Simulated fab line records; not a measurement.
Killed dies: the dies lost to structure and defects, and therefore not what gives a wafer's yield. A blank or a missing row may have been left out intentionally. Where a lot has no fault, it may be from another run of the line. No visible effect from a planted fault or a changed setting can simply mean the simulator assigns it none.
Which tool is to blame? / flow nand-harc / 6 lots, 18 wafers sampled, at 3 steps of a route of 1302

== WHAT EACH GAUGE READ, for each wafer ==
NHARC_A_ONON_D1_THK_MEAS_34: measures by ellipsometry.
lot=L225; measured=day 8 21:26; on=film-metro-02; thk-nm (nm)=201.9 199.9 202.9
lot=L227; measured=day 9 14:12; on=film-metro-01; thk-nm (nm)=200.1 199.9 201.7
lot=L238; measured=day 13 13:29; on=film-metro-01; thk-nm (nm)=210.5 211.4 214.3
lot=L240; measured=day 14 12:53; on=film-metro-01; thk-nm (nm)=195.5 201.3 200.2
lot=L243; measured=day 15 19:31; on=film-metro-02; thk-nm (nm)=198.0 201.6 198.9
lot=L246; measured=day 17 04:22; on=film-metro-01; thk-nm (nm)=199.1 199.4 200.8

== EACH LOT AND THE TOOL THAT RAN IT (in order: tool; ch and the chambers of the sampled wafers; start) ==
lot=L225; NHARC_A_ZERO_WELL_ETCH_13=rie-si-03 ch 1,2,3, day 7 11:52; NHARC_A_ONON_D1_DEP_33=pecvd-01 ch 0,1,2, day 8 21:04
lot=L227; NHARC_A_ZERO_WELL_ETCH_13=rie-si-03 ch 0,1, day 8 04:25; NHARC_A_ONON_D1_DEP_33=pecvd-01 ch 0,1, day 9 13:50
lot=L238; NHARC_A_ZERO_WELL_ETCH_13=rie-si-01 ch 0,1, day 12 03:36; NHARC_A_ONON_D1_DEP_33=pecvd-02 ch 0,1, day 13 13:07
lot=L240; NHARC_A_ZERO_WELL_ETCH_13=rie-si-01 ch 0,1,2, day 13 02:20; NHARC_A_ONON_D1_DEP_33=pecvd-01 ch 0,1, day 14 12:31
lot=L243; NHARC_A_ZERO_WELL_ETCH_13=rie-si-03 ch 1,2,3, day 14 08:27; NHARC_A_ONON_D1_DEP_33=pecvd-01 ch 1,2, day 15 19:05
lot=L246; NHARC_A_ZERO_WELL_ETCH_13=rie-si-01 ch 2,3, day 15 10:28; NHARC_A_ONON_D1_DEP_33=pecvd-01 ch 0,1,2, day 17 04:00
- NHARC_A_ZERO_WELL_ETCH_13: etches the open film in HBr/Cl2, target depth 120 nm, time 40.1 s.
- NHARC_A_ONON_D1_DEP_33: deposits SiO2, target thk 200 nm.

== THE ANSWER, worked out from the rows above alone ==
Rule: the usual values come from the lots themselves. The widest of any qualifying gaps counts: lots, ordered by their means at a reading, are off when they make up no more than a third of the lots, leave a main group of 4 or more, and stand apart from it by 3 or more times the standard deviation of that group's means. A main group is skipped when, at the precision printed for the reading in the tables above, its means are all equal. A lot without any number at a reading at which 4 lots or more have one is off too. Where the step has rows for the other lots, those lots are counted as sound.
Off, at NHARC_A_ONON_D1_THK_MEAS_34 on thk-nm: L238. The main group has a mean of 200.1 nm with a standard deviation of 0.9.
If a tool, at a process step before that reading, ran all the lots that are off and no sound lot after the first of them, it fits. Those tools and the gauges at NHARC_A_ONON_D1_THK_MEAS_34 are tried in the same way. One fits: NHARC_A_ONON_D1_DEP_33 on pecvd-02. It ran no sound lot before its first lot that is off in this sample, so the start can't be narrowed down.

== WHAT THE SIMULATOR HAD INSERTED ==
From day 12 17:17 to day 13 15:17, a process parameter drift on pecvd-02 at NHARC_A_ONON_D1_DEP_33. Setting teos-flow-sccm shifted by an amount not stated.
Lots struck among those shown: L238. This agrees with what the rule above found.
